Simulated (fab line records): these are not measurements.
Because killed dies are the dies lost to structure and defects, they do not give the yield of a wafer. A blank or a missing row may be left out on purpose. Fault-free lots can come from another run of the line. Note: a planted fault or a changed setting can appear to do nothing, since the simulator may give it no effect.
Split-lot study -- flow n5_finfet -- route with 1938 steps; 7 lots, 21 wafers read

THE SPLIT
At N5_FIN_CUT_EXPOSE_05 (exposes mask FIN CUT), the setting dose_mj was moved away from the recipe's 45.75 on 6 of the 21 wafers read, by -3.5% to +7.2%. The other wafers ran this setting at the recipe's value.

FROM THE SPLIT TO THE READING: what the file shows between them, 2 steps
- N5_FIN_CUT_PEB_06: peb time 60 s
- N5_FIN_CUT_DEVELOP_07: develop time 30 s

THE READING
Shown in nm: cd_nm at N5_FIN_CUT_CD_MEAS_08, with target cd 29.1 nm. Typical for fault-free wafers on this fab line: 29.13 nm, with standard deviation 0.24 nm.

wafer,"tool, chamber at the split",dose_mj as run,against the recipe,"cd_nm, nm",against lot-mates on the recipe
L078.1,"euv_scanner-01, 0",45.75,recipe,29.08,-
L078.3,"euv_scanner-01, 0",45.75,recipe,29.00,-
L078.4,"euv_scanner-01, 0",45.75,recipe,28.55,-
L079.2,"euv_scanner-01, 0",45.75,recipe,29.43,-
L079.5,"euv_scanner-01, 0",45.75,recipe,29.30,-
L079.6,"euv_scanner-01, 0",49.05,+7.2%,30.42,+1.05
L081.3,"euv_scanner-01, 0",45.75,recipe,28.94,-
L081.5,"euv_scanner-01, 0",45.75,recipe,28.97,-
L081.6,"euv_scanner-01, 0",45.75,recipe,29.16,-
L083.3,"euv_scanner-02, 0",45.75,recipe,29.30,-
L083.4,"euv_scanner-02, 0",47.44,+3.7%,29.62,+0.45
L083.5,"euv_scanner-02, 0",45.75,recipe,29.05,-
L085.3,"euv_scanner-02, 0",46.74,+2.2%,29.60,+0.09
L085.4,"euv_scanner-02, 0",45.75,recipe,29.51,-
L085.5,"euv_scanner-02, 0",46.74,+2.2%,29.51,+0.00
L090.1,"euv_scanner-02, 0",45.75,recipe,29.11,-
L090.3,"euv_scanner-02, 0",45.75,recipe,29.15,-
L090.4,"euv_scanner-02, 0",45.75,recipe,29.34,-
L095.4,"euv_scanner-02, 0",45.75,recipe,28.97,-
L095.5,"euv_scanner-02, 0",44.15,-3.5%,28.36,-0.61
L095.6,"euv_scanner-02, 0",44.15,-3.5%,28.12,-0.85

THE FIT
A straight line over all 21 wafers: cd_nm changes by +0.196 nm for each +1% of dose_mj; r = +0.89; the points scatter about the line by 0.22 nm.
The same after taking each lot's own level away (the mean of its wafers on the recipe; 21 wafers): +0.151 nm for each +1%; r = +0.90; scatter 0.16 nm.
According to that fit, moving dose_mj by its largest amount changes the reading by 1.1 nm.
The lots' own levels span 28.877 to 29.510 nm, that is 2.6 times the standard deviation above.
Thus the slope moves with the lot-to-lot level: the two fits are different.
Check: +1.01 nm against its lot-mates is what the line predicts for one of the wafers moved furthest among these (+7.2%) when that wafer is left out of the fit. It came out at +1.05 nm against them.

THE OTHER SPLITS THESE WAFERS WENT THROUGH
Note: prior to the reading, these wafers also went through further splits. Each is held against what the fit with the lots' levels taken away leaves over:
other split on the same wafers,wafers away from the commonest value,r with cd_nm (lot level and that fit taken away)
N5_FIN_CUT_COAT_18 spin_rpm,5,-0.13

THE WHOLE CHAIN: every reading that the file lists as answering this split, in the file's order
step,what it does,reading,change (the file's fit),r (the file's)
N5_FIN_CUT_CD_MEAS_08,target cd 29.1 nm,cd_nm,+0.145 nm for each +1% of the setting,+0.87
N5_FIN_CUT_ETCH_30,"etches underlayer in N2/H2, target depth 13 nm, time 10.4 s","FIN_CUT.cd_offset_nm (the simulator's own value, which no gauge read)",+0.206 nm for each +1% of the setting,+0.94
N5_FIN_CUT_ETCH_20,"etches SiARC in CF4, target depth 26 nm, time 43.3 s","FIN_CUT.cd_offset_nm (the simulator's own value, which no gauge read)",+0.216 nm for each +1% of the setting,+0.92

FILE'S OWN FIT
cd_nm changes by +0.145 nm for each +1% of dose_mj, r = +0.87.
